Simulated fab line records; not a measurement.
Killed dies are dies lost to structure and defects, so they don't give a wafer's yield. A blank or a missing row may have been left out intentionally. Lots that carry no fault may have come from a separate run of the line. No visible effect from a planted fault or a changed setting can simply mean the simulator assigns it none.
Which of the tools did it? ; flow nandHarc ; at 1 step of a route of 1159, 24 lots with 72 wafers sampled

== WHAT THE GAUGES SHOWED, per wafer ==
NHARC_A_SGD_CUT_CD_MEAS_09: the cd target is 100 nm.
lot;measured;on;cdNm (nm)
L074;day 13 19:37;cdSem-01;100.1 99.6 100.1
L077;day 14 12:52;cdSem-03;100.0 100.7 99.8
L075;day 14 12:56;cdSem-01;100.2 100.3 100.4
L076;day 14 19:30;cdSem-03;99.4 99.7 99.0
L079;day 14 19:32;cdSem-02;100.3 100.4 100.3
L078;day 15 00:43;cdSem-03;100.3 100.0 99.6
L080;day 15 01:03;cdSem-02;100.3 99.7 100.1
L081;day 15 07:52;cdSem-03;99.9 99.9 99.9
L083;day 15 23:52;cdSem-03;98.9 99.5 99.5
L082;day 16 00:14;cdSem-03;100.1 101.4 100.5
L085;day 16 13:25;cdSem-02;99.3 100.1 100.6
L084;day 16 13:34;cdSem-03;100.5 100.7 100.3
L087;day 17 02:08;cdSem-02;100.4 100.8 100.9
L086;day 17 02:17;cdSem-01;100.4 100.2 99.9
L088;day 17 03:08;cdSem-02;99.3 100.2 99.4
L090;day 17 12:40;cdSem-02;99.5 100.0 99.9
L089;day 17 12:50;cdSem-02;99.4 100.1 99.9
L092;day 18 02:47;cdSem-02;100.0 100.2 99.3
L091;day 18 02:57;cdSem-02;99.5 100.0 99.9
L093;day 18 05:37;cdSem-01;100.4 100.4 100.6
L097;day 18 23:10;cdSem-03;99.2 99.5 99.6
L095;day 18 23:37;cdSem-03;100.2 99.9 100.0
L094;day 18 23:47;cdSem-03;99.5 99.6 99.7
L096;day 19 11:20;cdSem-03;100.2 100.0 100.7

== TOOL THAT RAN EACH LOT (tool first, then ch and the chambers of the sampled wafers, then the start) ==
The record shows no process step preceding these readings.

== WHAT THE TOOLS THEMSELVES READ (means of the sampled wafers that have a number; where no wafer has one, the mark that the record gives instead) ==
The record holds no such reading with a usual standard deviation.

== THE ANSWER, worked out from the rows above alone ==
Rule: the usual values come from the lots themselves. The widest of any qualifying gaps counts: lots, ordered by their means at a reading, are off when they make up no more than a third of the lots, leave a main group of 4 or more, and stand apart from it by 3 or more times the standard deviation of that group's means. Not used: any main group whose means are identical at the precision the tables above print for the reading. Also off: a lot with no number at a reading for which 4 or more lots have one. Any other lot the step has rows for is counted as sound. After the gauges, taken in route order, come the tools' own readings; for these a lot's mean is taken, as printed above. The first step at which some lot is off is used, and at that step the reading that is off furthest; a lot without a number counts as furthest.
Across all readings shown, no lot is off: no conclusion can be drawn from this.

== WHAT HAD BEEN PUT IN BY THE SIMULATOR ==
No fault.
